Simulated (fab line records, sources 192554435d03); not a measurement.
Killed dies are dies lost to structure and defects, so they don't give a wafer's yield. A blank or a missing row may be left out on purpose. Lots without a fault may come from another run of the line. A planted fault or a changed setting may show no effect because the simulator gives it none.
Chamber matching | flow n5_finfet | N5_HKMG_FIN_STRIP_92 on rie_diel-04: 4 sister chambers
The step strips SOC in N2/H2, time 20 s. 8 wafers are shown with their chamber, then 10 later ones without.

WAFERS WITH THEIR CHAMBER
wafer  | chamber | drypump_motor_current_A (A) | showerhead_plenum_p_Torr (Torr)
L079.4 | 0       | 4.7                         | 3.40
L082.1 | 0       | 4.8                         | 3.39
L082.5 | 3       | 5.8                         | 3.22
L087.1 | 2       | 5.8                         | 3.41
L087.2 | 3       | 5.8                         | 3.21
L087.3 | 1       | 5.9                         | 3.47
L086.3 | 2       | 5.8                         | 3.41
L086.4 | 1       | 5.9                         | 3.47

WAFERS WITHOUT THEIR CHAMBER
wafer  | drypump_motor_current_A (A) | showerhead_plenum_p_Torr (Torr)
L086.6 | 5.9                         | 3.47
L091.2 | 5.8                         | 3.20
L091.4 | 5.8                         | 3.41
L091.6 | 5.8                         | 3.41
L095.2 | 4.8                         | 3.37
L095.3 | 5.7                         | 3.20
L095.4 | 5.8                         | 3.41
L097.1 | 6.0                         | 3.46
L097.2 | 5.8                         | 3.20
L097.3 | 4.8                         | 3.37

WHICH CHAMBER EACH WENT THROUGH
wafer  | from the rows above | in truth
L086.6 | 1                   | 1
L091.2 | 3                   | 3
L091.4 | 2                   | 2
L091.6 | 2                   | 2
L095.2 | 0                   | 0
L095.3 | 3                   | 3
L095.4 | 2                   | 2
L097.1 | 1                   | 1
L097.2 | 3                   | 3
L097.3 | 0                   | 0
Placed correctly: 10 of 10. Can't be placed from these rows: 0. Placed wrongly: 0.
How it was worked out, from the rows above alone: a wafer's distance from a chamber is the root of the sum, over the readings, of the square of ((its reading less the chamber's mean) divided by the reading's scatter). The wafer belongs to the nearest chamber; if the next one is less than 2 further off, it can't be placed. A chamber's mean is the mean of its shown wafers. The scatter: the root of (the sum of the squares of (reading less its chamber's mean) over the shown wafers, divided by (wafers less chambers)).
